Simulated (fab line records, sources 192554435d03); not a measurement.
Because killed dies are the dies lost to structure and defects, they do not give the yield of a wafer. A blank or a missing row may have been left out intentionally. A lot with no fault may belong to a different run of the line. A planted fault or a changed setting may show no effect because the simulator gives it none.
The same fault as seen by 2 desks -- flow n5-finfet -- each desk holds nothing but its own numbers, with what lay behind them at the end

THE TOOL OWNER'S DESK: implanter-02
The tool's own readings at N5_WELL_APT_IMPLANT_15, given as means over the sampled wafers that have a number, one for each lot that went through this tool. The brackets show how far a lot's mean lies from the usual mean; more than 4 standard deviations puts the lot out of limits, marked OUT.
Columns: A = dose-ions-cm2 at N5_WELL_APT_IMPLANT_15, usual 1.4998e+13; B = faraday-current-uA at N5_WELL_APT_IMPLANT_15, usual 191; C = rotation-deg at N5_WELL_APT_IMPLANT_15, usual 0.001 degrees
lot,first seen here,A,B,C
L375,day 1 20:07,1.5013e+13,187,-0.010
L380,day 3 02:15,1.5006e+13,194,0.000
L381,day 3 08:42,1.5001e+13,193,-0.000
L386,day 4 14:04,1.5001e+13,190,0.013
L390,day 5 14:21,2.2191e+13 (+99 or more) OUT,281 (+22) OUT,-0.017
L391,day 5 20:43,2.2163e+13 (+99 or more) OUT,282 (+22) OUT,0.025
L392,day 6 04:26,2.2169e+13 (+99 or more) OUT,275 (+21) OUT,0.013
This desk's verdict: out of limits on L390, L391, L392, starting with L390 at day 5 14:21 (dose-ions-cm2 at N5_WELL_APT_IMPLANT_15). L375, L380, L381, L386 stayed within limits.

METROLOGY DESK
Means of the sampled wafers that have a number, per lot and without regard to the tool the lot ran on: this is what the gauges read. The brackets show how far a lot's mean lies from the usual mean; more than 4 standard deviations puts the lot out of limits, marked OUT. Readings shown: 7 out of 12 (the first out of limits, and those lying furthest out on some lot).
Columns: A = CJ_P at N5_BEOL_M4_RC_MEAS_101, usual 5.78; B = IOFF_P at N5_BEOL_M4_RC_MEAS_101, usual 0.22 nA/um; C = IOFF_P_LONG at N5_BEOL_M4_RC_MEAS_101, usual 0.000107 nA/um; D = ION_N at N5_BEOL_M4_RC_MEAS_101, usual 672 uA/um; E = ION_P at N5_BEOL_M4_RC_MEAS_101, usual 463 uA/um; F = VT_N at N5_BEOL_M4_RC_MEAS_101, usual 250 mV; G = VT_P at N5_BEOL_M4_RC_MEAS_101, usual -250 mV
lot,first seen here,A,B,C,D,E,F,G
L375,day 8 07:29,5.68,0.22,0.000112,670,470,250,-248
L376,day 8 11:39,5.80,0.23,0.000108,672,465,249,-250
L381,day 9 21:27,5.47,0.18,0.000085,659,450,254,-255
L380,day 10 01:50,5.82,0.20,0.000100,663,458,252,-251
L382,day 10 04:14,5.99,0.26,0.000120,676,467,247,-246
L386,day 11 06:59,5.98,0.22,0.000125,675,468,250,-245
L391,day 12 09:08,7.24 (+7.7) OUT,0.20,0.000143,669,462,253,-251
L390,day 12 12:28,7.07 (+6.8) OUT,0.19,0.000138,656,456,251,-252
L392,day 12 22:08,6.80 (+5.4) OUT,0.22,0.000150 (+4.5) OUT,675,467,250,-247
Per this desk, out of limits: L390, L391, L392; the first was L391, day 12 09:08 (CJ_P at N5_BEOL_M4_RC_MEAS_101). L375, L376, L381, L380, L382, L386 stayed within limits.

PUT TOGETHER
An alarm could have come from the tool owner's desk at day 5 14:21, on L390, L391, L392.
L390, L391, L392 would have let the metrology desk raise an alarm at day 12 09:08.
Every lot named ran N5_WELL_APT_IMPLANT_15 on implanter-02.

WHAT THE SIMULATOR HAD PUT IN
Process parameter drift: implanter-02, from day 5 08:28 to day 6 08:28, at N5_WELL_APT_IMPLANT_15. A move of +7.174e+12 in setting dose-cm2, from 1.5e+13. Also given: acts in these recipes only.
Shown lots that were struck: L390, L391, L392.
Delay (hours) between the fault's onset and each desk's first out-of-limits reading: 6 at the tool owner's desk, 169 at the metrology desk.
